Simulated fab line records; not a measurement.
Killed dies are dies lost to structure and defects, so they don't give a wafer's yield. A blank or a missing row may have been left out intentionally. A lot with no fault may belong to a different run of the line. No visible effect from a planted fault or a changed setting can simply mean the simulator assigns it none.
fab line records	flow n5-finfet
record lots=5	wafers=15	last-day=20
route steps=1938 shown BEOL_M8@1386 PASSIVATION@1936
lots that met no fault: taken from a fault-free run of the same line
start-h: hours from the record's first day to the start of the lot's first wafer shown	wait-h: hours since the lot's step before	" same as the row above	L1.1+2: a single row standing in for several wafers	- no value, or no start given	* or withheld: withheld	< > ~ a bound
route shown NAME@n: names a module that has steps shown in the file, with the first one's number in the route	usual: mean/standard deviation taken from wafers without a fault	same: alike in all rows	chamber/n: place in a boat	sites: readings site by site	_std_site: the values' standard deviation	_edge_site: the outer-site mean with the inner-site mean subtracted	radius-mm: for every site, how far away it sits from the centre of the wafer	mask NAME#n: copy n	behind: the tool/chamber that last shaped the wafer	hold: cause of the lot's hold/its duration in hours/its outcome	device: transistor that didn't switch, given as n, p or np	end of line: at the end of the route, the tests of the same wafers	a step without rows: its recipe alone	killed: dies that structure and defects cost at the first sort, which is not the same as the wafer's yield	map: shows each die of a wafer: x if killed, . if not, _ if none is there
set.NAME: the setting as run; set.NAME@STEP: as run at that earlier step	model.NAME: the simulator's own value behind a step, which no gauge read
lots at selected steps of the route; one table per step, one row per wafer
services: from which hour (start-h, from the record's first day; less than 0 if before it) a tool's chamber was out of use, for how many hours, and why
## steps
# step N5_BEOL_M8_CURE_75
# recipe temp-c=370	time-s=120	ambient=DMADMS/He	material=SiCOH_lowk
# usual lamp-power-pct=52.32/0.052	wafer_temp_C_max=371.6/0.73
lot.wafer	tool	chamber	start-h	wait-h	lamp-power-pct	wafer_temp_C_max
L282.2	uv-cure-03	2	261.08	0.1	52.19	371.8
L282.4	"	2	"	"	52.36	371.5
L282.5	"	2	"	"	52.39	370.7
L286.1	uv-cure-03	1	287.58	0.1	52.38	370.9
L286.3	"	1	"	"	52.39	371.1
L286.6	"	1	"	"	52.27	371.1
L284.2	uv-cure-02	0	295.57	0.1	52.27	373.4
L284.4	"	0	"	"	52.32	372.9
L284.5	"	0	"	"	52.36	372.1
L289.3	uv-cure-03	0	312.66	0.1	52.26	371.2
L289.5	"	0	"	"	52.33	371.0
L289.6	"	0	"	"	52.36	370.7
L294.2	uv-cure-02	0	362.58	0.1	52.31	372.7
L294.4	"	0	"	"	52.32	371.8
L294.6	"	0	"	"	52.29	371.8
# step N5_BEOL_M8_DEGAS_44
# recipe ambient=vacuum	temp-c=250	time-s=60
# usual heater-power-w=329/25	susceptor-temp-C=249.98/0.18
lot.wafer	tool	chamber	start-h	wait-h	heater-power-w	susceptor-temp-C
L282.2	pvd-sputter-02	-	261.90	0.8	290	250.03
L282.4	"	-	"	"	349	250.27
L282.5	"	-	"	"	306	250.02
L286.1	pvd-sputter-01	-	288.20	0.6	335	249.81
L286.3	"	-	"	"	344	249.91
L286.6	"	-	"	"	349	249.87
L284.2	pvd-sputter-01	-	296.09	0.5	361	249.93
L284.4	"	-	"	"	296	250.06
L284.5	"	-	"	"	337	249.47
L289.3	pvd-sputter-03	-	313.13	0.4	317	250.02
L289.5	"	-	"	"	322	249.71
L289.6	"	-	"	"	345	250.10
L294.2	pvd-sputter-01	-	362.87	0.2	343	249.80
L294.4	"	-	"	"	340	250.29
L294.6	"	-	"	"	358	250.03
# step N5_BEOL_M8_PRE_CLEAN_45
# recipe gas=H2/He	time-s=30	temp-c=250
# step N5_BEOL_M8_ALD_77
# recipe material=TaN	target-thk-a=20	temp-c=275	ald-precursor-family=PDMAT	ald-co-reactant=NH3	pressure-torr=3	carrier-flow-sccm=1500	pulse-time-s=2	purge-time-s=3	co-reactant-purge-time-s=2	co-reactant-pulse-time-s=3	ald-cycles=40	precursor-vessel-temp-c=75	precursor-vessel-pressure-torr=26.25	precursor-vessel-carrier-sccm=1000
# usual heater-power-w=426/28	susceptor-temp-C=275.00/0.19
lot.wafer	tool	chamber	start-h	wait-h	heater-power-w	susceptor-temp-C
L282.2	ald-metal-02	0	262.15	0.2	436	274.90
L282.4	"	1	"	"	436	275.12
L282.5	"	1	"	"	429	275.21
L286.1	ald-metal-01	3	288.30	0.0	393	275.08
L286.3	"	1	"	"	455	275.18
L286.6	"	1	"	"	464	275.01
L284.2	ald-metal-03	3	296.19	0.0	435	274.99
L284.4	"	1	"	"	411	275.39
L284.5	"	0	"	"	400	274.87
L289.3	ald-metal-01	0	313.24	0.1	423	275.08
L289.5	"	1	"	"	470	274.88
L289.6	"	0	"	"	437	274.57
L294.2	ald-metal-02	3	363.01	0.1	401	275.20
L294.4	"	1	"	"	427	275.51
L294.6	"	3	"	"	403	274.83
# step N5_BEOL_M8_SURFACE_TREAT_79
# recipe gas=Ar	time-s=*	ion-energy-ev=*	ion-current-ma-cm2=0.5	pressure-mtorr=*	ar-flow-sccm=30
# step N5_BEOL_M8_CVD_78
# recipe material=Co	target-thk-a=20	temp-c=withheld	precursor=CCTBA/H2	pressure-torr=30	time-s=142.3
# step N5_BEOL_M8_SPUTTER_48
# recipe material=Cu	target-thk-a=100	temp-c=-20	bias-v=60	power-w=26000	chamber-pressure-pa=0.13	time-s=1.667
# usual susceptor-temp-C=-20.00/0.1	throttle-valve-pct=29.5/0.85
lot.wafer	tool	chamber	start-h	wait-h	susceptor-temp-C	throttle-valve-pct
L282.2	pvd-sputter-02	-	262.68	0.1	-20.05	29.2
L282.4	"	-	"	"	-19.96	29.8
L282.5	"	-	"	"	-20.02	29.1
L286.1	pvd-sputter-02	-	288.79	0.1	-20.00	28.8
L286.3	"	-	"	"	-20.23	30.1
L286.6	"	-	"	"	-20.13	29.2
L284.2	pvd-sputter-02	-	296.80	0.1	-19.80	29.2
L284.4	"	-	"	"	-20.17	28.8
L284.5	"	-	"	"	-20.00	29.7
L289.3	pvd-sputter-01	-	313.90	0.1	-20.13	29.0
L289.5	"	-	"	"	-20.03	28.8
L289.6	"	-	"	"	-20.00	28.6
L294.2	pvd-sputter-03	-	363.87	0.1	-19.97	28.5
L294.4	"	-	"	"	-20.28	31.6
L294.6	"	-	"	"	-19.93	29.1
# step N5_BEOL_M8_ECD_50
# recipe material=Cu	target-thk-a=3000
# step N5_BEOL_M8_ANNEAL_51
# recipe temp-c=225	time-s=90	ambient=N2
# step N5_BEOL_M8_CMP_52
# recipe stop-on=SiCOH_lowk	t-overpolish-s=6.9	down-force-psi=1	platen-rpm=50	clearing-platen-down-force-psi=1.5	clearing-platen-rpm=50	post-cmp-clean=cu-alkaline	target-thk-nm=80	clearing-platen-pad-velocity-m-s=0.99484	pad-velocity-m-s=0.99484
# usual barrier-field-endpoint-s=29.2/0.81	clearing-platen-down-force-psi=1.4998/0.0027	motor-current-A=6.1/0.54	overpolish-run-s=6.899/0.0098	slurry-filter-dp-kPa=13.51/0.13	time-to-endpoint-s=64/3.9
# same t-overpolish-s=6.9
lot.wafer	tool	chamber	start-h	wait-h	barrier-field-endpoint-s	clearing-platen-down-force-psi	motor-current-A	overpolish-run-s	slurry-filter-dp-kPa	time-to-endpoint-s
L282.2	cmp-01	1	263.28	0.3	27.6	1.4990	5.1	6.881	13.39	56
L282.4	"	2	"	"	30.2	1.4983	6.5	6.907	13.51	63
L282.5	"	0	"	"	29.0	1.4985	6.8	6.909	13.30	61
L286.3	cmp-04	2	289.53	0.2	28.5	1.4966	5.7	6.914	13.66	67
L286.1	"	3	"	"	29.9	1.4944	6.6	6.887	13.62	69
L286.6	"	2	"	"	29.5	1.4985	5.3	6.901	13.69	68
L284.2	cmp-03	1	297.44	0.2	29.4	1.5001	6.2	6.878	13.54	64
L284.4	"	3	"	"	29.2	1.4970	6.4	6.896	13.44	62
L284.5	"	1	"	"	30.0	1.5000	6.0	6.909	13.52	65
L289.3	cmp-01	1	314.59	0.2	26.9	1.5039	5.4	6.900	13.61	58
L289.6	"	0	"	"	28.5	1.4966	6.9	6.901	13.63	63
L289.5	"	1	"	"	28.0	1.4993	5.2	6.902	13.30	60
L294.4	cmp-01	2	365.16	0.1	29.4	1.4988	6.2	6.906	13.48	63
L294.2	"	0	"	"	28.4	1.4999	6.7	6.889	13.49	61
L294.6	"	2	"	"	29.9	1.5010	5.9	6.896	13.46	63
# step N5_BEOL_M8_THK_MEAS_53
# recipe thk-meas-gauge=xrf	reads=Cu_of_BEOL_M8_ECD_50
# usual M8_THK=80.4/2.6
lot.wafer	tool	chamber	start-h	wait-h	M8_THK[nm]
L282.2	film-metro-02	-	263.50	-	76.4
L282.4	"	-	"	"	77.5
L282.5	"	-	"	"	78.0
L286.1	film-metro-02	-	289.79	-	80.0
L286.3	"	-	"	"	84.6
L286.6	"	-	"	"	80.6
L284.2	film-metro-01	-	297.74	-	84.0
L284.4	"	-	"	"	77.6
L284.5	"	-	"	"	78.6
L289.3	film-metro-02	-	314.85	-	76.3
L289.5	"	-	"	"	79.7
L289.6	"	-	"	"	81.3
L294.2	film-metro-02	-	365.46	-	79.3
L294.4	"	-	"	"	79.1
L294.6	"	-	"	"	82.2
# step N5_BEOL_M8_PRE_CLEAN_55
# recipe gas=NH3	time-s=15	temp-c=withheld	rf-power-w=300
# step N5_BEOL_M8_DEP_56
# recipe material=SiCN	target-thk-a=100	temp-c=withheld	precursor=3MS/NH3	pressure-torr=3	rf-w=202	time-s=17.5
# usual showerhead-plenum-p-Torr=3.671/0.015	throttle-valve-pct=9.2/0.84
lot.wafer	tool	chamber	start-h	wait-h	showerhead-plenum-p-Torr	throttle-valve-pct	model.SiCN_of_BEOL_M8_DEP_56.thk-nm
L282.2	pecvd-02	0	263.56	0.0	3.693	9.2	10.2
L282.4	"	1	"	"	3.660	9.5	9.8
L282.5	"	0	"	"	3.681	9.1	10
L286.1	pecvd-04	2	289.85	0.0	3.640	8.9	10.2
L286.3	"	0	"	"	3.678	9.6	10
L286.6	"	1	"	"	3.666	11.0	10.2
L284.2	pecvd-03	0	297.82	0.0	3.685	10.7	9.8
L284.4	"	0	"	"	3.688	10.6	10
L284.5	"	0	"	"	3.687	10.5	9.8
L289.3	pecvd-03	2	314.94	0.0	3.648	9.1	10
L289.5	"	2	"	"	3.649	9.3	10
L289.6	"	1	"	"	3.673	8.8	9.8
L294.2	pecvd-02	1	365.52	0.0	3.666	9.3	9.6
L294.4	"	2	"	"	3.673	7.7	9.8
L294.6	"	0	"	"	3.684	9.6	8.8
# step N5_BEOL_M8_RS_MEAS_57
# recipe thk-meas-gauge=four-point-probe	reads=Cu_of_BEOL_M8_ECD_50+Co_of_BEOL_M8_CVD_78+TaN_of_BEOL_M8_ALD_77
# usual M8_RS=0.282/0.01
lot.wafer	tool	chamber	start-h	wait-h	M8_RS[ohm/sq]
L282.2	film-metro-02	-	263.63	0.1	0.299
L282.4	"	-	"	"	0.293
L282.5	"	-	"	"	0.292
L286.1	film-metro-01	-	289.92	0.1	0.284
L286.3	"	-	"	"	0.266
L286.6	"	-	"	"	0.281
L284.2	film-metro-02	-	297.91	0.1	0.269
L284.4	"	-	"	"	0.294
L284.5	"	-	"	"	0.288
L289.3	film-metro-02	-	315.01	0.1	0.294
L289.5	"	-	"	"	0.278
L289.6	"	-	"	"	0.275
L294.2	film-metro-02	-	365.59	0.1	0.285
L294.4	"	-	"	"	0.286
L294.6	"	-	"	"	0.273
# step N5_PASSIVATION_PROBE_49
# usual defect-limited-yield=91.2/1.5	killed_at_M0_to_M3=36/10	killed_at_M4_up=14/5.2	killed-at-contacts=12/6	killed-at-front-end=37/10	killed-at-other=4/3.3	killed-dies=104/18	killed-open=68/14	killed-short=34/7.4	sort_bin_5_function=5.2/1	sort_bin_6_memory=3.3/0.7	sort_bin_8_speed=0.01/0.045	sort-n-pass=1076/18	sort-yield-pct=91.2/1.5
# same gross-dies=1180	killed-at-back-side=0	sort_bin_4_leakage[%]=0
lot.wafer	tool	chamber	start-h	wait-h	defect-limited-yield[%]	killed_at_M0_to_M3	killed_at_M4_up	killed-at-contacts	killed-at-front-end	killed-at-other	killed-dies	killed-open	killed-short	sort_bin_5_function[%]	sort_bin_6_memory[%]	sort_bin_8_speed[%]	sort-n-pass	sort-yield-pct[%]
L282.2	prober-02	-	331.96	0.1	91.1	48	11	15	28	3	105	63	40	5.3	3.2	0	1075	91.1
L282.4	prober-02	-	332.06	0.2	92.8	25	19	11	28	2	85	65	20	4.1	3.1	0	1095	92.8
L282.5	prober-02	-	332.11	0.2	90.2	46	16	9	42	3	116	62	52	5.3	3.7	0	1064	90.2
L286.1	prober-02	-	348.15	0.0	89.5	59	13	14	32	6	124	88	34	7.4	2.9	0	1056	89.5
L286.3	prober-02	-	348.25	0.1	89.2	36	21	19	43	8	127	88	37	6.4	4.0	0	1053	89.2
L286.6	prober-02	-	348.40	0.3	87.2	71	21	10	39	10	151	110	39	7.9	4.6	0	1029	87.2
L284.2	prober-01	-	362.82	0.1	89.4	27	15	22	54	7	125	82	43	6.6	3.7	0	1055	89.4
L284.4	prober-01	-	362.92	0.2	91.9	33	10	12	41	0	96	61	35	4.9	2.9	0	1084	91.9
L284.5	prober-01	-	362.97	0.2	89.8	36	6	17	59	2	120	84	36	6.1	3.7	0	1060	89.8
# killed by level:class
L282.2 BEOL_M0_SAQP:geometric-particle:short=19 BEOL_M0_SAQP:geometric-particle:open=14 MOL_CONTACT_COAG:geometric-particle:open=11 BEOL_M2:geometric-particle:open=6 ILD0:geometric-particle:open=5 BEOL_M3:geometric-particle:open=5 FIN_SAQP:geometric-particle:short=4 MOL_CONTACT_COAG:geometric-particle:short=4
L282.4 MOL_CONTACT_COAG:geometric-particle:open=11 DUMMY_GATE:geometric-particle:open=9 BEOL_M0_SAQP:geometric-particle:open=8 BEOL_M3:geometric-particle:open=8 FIN_SAQP:geometric-particle:open=5 BEOL_M0_SAQP:geometric-particle:short=5 BEOL_M4:geometric-particle:short=5 BEOL_M4:geometric-particle:open=5
L282.5 BEOL_M0_SAQP:geometric-particle:short=19 BEOL_M0_SAQP:geometric-particle:open=14 ILD0:geometric-particle:open=10 FIN_SAQP:geometric-particle:short=9 BEOL_M4:geometric-particle:open=7 BEOL_M2:geometric-particle:open=6 MOL_CONTACT_COAG:geometric-particle:open=5 MOL_CONTACT_COAG:geometric-particle:short=4
L286.1 BEOL_M2:geometric-particle:open=17 MOL_CONTACT_COAG:geometric-particle:open=10 BEOL_M1:geometric-particle:open=9 STI_FIN_REVEAL:geometric-particle:open=9 BEOL_M0_SAQP:geometric-particle:open=8 FIN_SAQP:geometric-particle:short=7 BEOL_M0:geometric-particle:open=7 BEOL_M0_SAQP:geometric-particle:short=6
L286.3 MOL_CONTACT_COAG:geometric-particle:open=17 BEOL_M4:geometric-particle:open=14 BEOL_M3:geometric-particle:open=11 ILD0:geometric-particle:short=9 DUMMY_GATE:geometric-particle:open=8 BEOL_M2:geometric-particle:open=7 MIM_TOP_ETCH:geometric-particle:short=6 GATE_CUT:geometric-particle:short=5
L286.6 BEOL_M0_SAQP:geometric-particle:open=16 BEOL_M3:geometric-particle:open=15 BEOL_M0_SAQP:geometric-particle:short=14 STI_FIN_REVEAL:geometric-particle:open=10 BEOL_M4:geometric-particle:open=9 FIN_SAQP:geometric-particle:open=8 BEOL_M2:geometric-particle:open=8 MOL_CONTACT_COAG:geometric-particle:open=8
L284.2 FIN_SAQP:geometric-particle:open=20 MOL_CONTACT_COAG:geometric-particle:open=13 FIN_SAQP:geometric-particle:short=9 MOL_CONTACT_COAG:geometric-particle:short=9 GATE_CUT:geometric-particle:short=7 BEOL_M3:geometric-particle:open=7 BEOL_M1:geometric-particle:open=6 BEOL_M0_SAQP:geometric-particle:open=5
L284.4 FIN_SAQP:geometric-particle:short=9 STI_FIN_REVEAL:geometric-particle:open=9 MOL_CONTACT_COAG:geometric-particle:open=9 BEOL_M0_SAQP:geometric-particle:short=7 BEOL_M3:geometric-particle:open=7 FIN_SAQP:geometric-particle:open=6 BEOL_M0_SAQP:geometric-particle:open=4 BEOL_M0:geometric-particle:open=4
L284.5 FIN_SAQP:geometric-particle:open=18 MOL_CONTACT_COAG:geometric-particle:open=15 BEOL_M3:geometric-particle:open=12 STI_FIN_REVEAL:geometric-particle:open=9 FIN_SAQP:geometric-particle:short=8 BEOL_M1:geometric-particle:open=7 BEOL_M0_SAQP:geometric-particle:short=6 GATE_CUT:geometric-particle:short=5
## services
tool	chamber	start-h	hours	kind
ald-metal-01	1	242.96	2.0	repair
cmp-03	-	244.00	1.0	repair
pecvd-03	-	255.03	14.6	pm
cmp-01	-	269.12	8.4	pm
pecvd-02	-	270.32	28.1	pm
cmp-01	-	278.95	0.5	repair
pecvd-03	0	280.98	5.5	scheduled-down
ald-metal-03	3	298.97	3.6	repair
ald-metal-03	-	305.31	1.5	repair
pecvd-03	0	307.10	28.4	repair
uv-cure-03	-	316.49	1.0	pm
pecvd-02	1	319.53	5.5	scheduled-down
cmp-01	-	325.02	0.8	repair
ald-metal-02	-	337.25	14.0	pm
ald-metal-02	0	337.25	14.0	vent-cycle
ald-metal-02	1	337.25	14.0	vent-cycle
ald-metal-02	2	337.25	14.0	vent-cycle
ald-metal-02	3	337.25	14.0	vent-cycle
cmp-04	-	346.47	12.1	pm
ald-metal-02	0	351.25	-	clean
ald-metal-02	1	351.25	-	clean
ald-metal-01	0	356.43	2.7	repair
cmp-03	-	358.93	2.4	repair
ald-metal-03	1	359.88	26.9	repair
## key
first-sign none at tools or gauges
model-effect step=N5_BEOL_M8_DEP_56	value=SiCN_of_BEOL_M8_DEP_56.thk-nm	without=10	struck=8.8
met-at N5_BEOL_M8_DEP_56
struck-wafers L294.6
onset-between 263.56 365.52
fault kind=process-parameter-drift	tool=pecvd-02	chamber=0	onset-h=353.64	steps=N5_BEOL_M8_DEP_56	channel=time-s	offset=*	shape=step	end-h=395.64	acts-in=*	stated=*
